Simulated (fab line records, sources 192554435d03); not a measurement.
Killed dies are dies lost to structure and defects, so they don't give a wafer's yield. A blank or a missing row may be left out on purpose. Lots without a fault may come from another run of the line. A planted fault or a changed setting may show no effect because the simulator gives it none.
One fault seen from 2 desks | flow n5_finfet | each desk has only its own numbers; what lay behind them comes last

THE METROLOGY DESK
What the gauges read, lot by lot, whatever tool the lot ran on: means of the sampled wafers that have a number. A lot is out of limits, marked OUT, if its mean lies more than 4 standard deviations from the usual mean; the brackets give that distance.
Columns: A = M14_THK at N5_BEOL_M14_THK_MEAS_50, usual 567 nm
lot  | first seen here | A
L519 | day 12 05:27    | 560
L527 | day 13 23:33    | 584
L529 | day 14 11:00    | 586
L530 | day 14 18:04    | 579
L532 | day 14 18:48    | 579
L534 | day 15 13:02    | 567
L533 | day 15 18:55    | 575
L536 | day 16 16:40    | 575
L537 | day 17 17:47    | 580
L540 | day 18 01:36    | 539
This desk's finding: nothing out of limits on any of the 10 lots.

THE TOOL OWNER'S DESK: rie_diel-03
The tool's own readings at N5_BEOL_M15_ETCH_59 (etches BARC in N2/H2, target depth 89 nm, overetch 26.7 nm, time 67.9 s): means of the sampled wafers that have a number, for each lot that ran on this tool. A lot is out of limits, marked OUT, if its mean lies more than 4 standard deviations from the usual mean; the brackets give that distance.
Columns: A = drypump_motor_current_A at N5_BEOL_M15_ETCH_59, usual 5.8 A; B = oes_product_au at N5_BEOL_M15_ETCH_59, usual 0.67 a.u.; C = rf_fwd_power_W at N5_BEOL_M15_ETCH_59, usual 833 W; D = rf_vpp_V at N5_BEOL_M15_ETCH_59, usual 524.5 V; E = run_length_s at N5_BEOL_M15_ETCH_59, usual 91.2 s; F = showerhead_plenum_p_Torr at N5_BEOL_M15_ETCH_59, usual 2.56 Torr; G = throttle_valve_pct at N5_BEOL_M15_ETCH_59, usual 17.85 %
lot  | first seen here | A   | B    | C   | D     | E              | F    | G
L527 | day 14 00:34    | 5.5 | 0.69 | 830 | 523.0 | 82.7 (-18) OUT | 2.53 | 17.98
L529 | day 14 11:59    | 5.9 | 0.68 | 840 | 522.9 | 85.8 (-11) OUT | 2.49 | 17.92
L530 | day 14 18:56    | 5.8 | 0.71 | 834 | 523.6 | 82.9 (-17) OUT | 2.54 | 17.87
L537 | day 17 19:23    | 5.3 | 0.63 | 831 | 521.9 | 91.2           | 2.52 | 17.99
L540 | day 18 02:37    | 5.3 | 0.63 | 833 | 522.7 | 91.0           | 2.52 | 18.00
This desk's finding: out of limits on L527, L529, L530; first on L527, day 14 00:34 (run_length_s at N5_BEOL_M15_ETCH_59). In limits: L537, L540.

PUT TOGETHER
The tool owner's desk could have raised an alarm at day 14 00:34, on L527, L529, L530.
The metrology desk saw nothing out of limits.
The metrology desk has L527, L529, L530 on record, within its limits.
Of the lots named, all ran N5_BEOL_M15_ETCH_59 on rie_diel-03.

WHAT THE SIMULATOR HAD PUT IN
Process parameter drift: rie_diel-03, from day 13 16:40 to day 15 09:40, at N5_BEOL_M15_ETCH_59. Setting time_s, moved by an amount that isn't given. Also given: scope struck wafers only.
Lots struck among those shown: L527, L529, L530.
Hours from the fault's start to each desk's first reading out of limits: the tool owner's desk, 8.
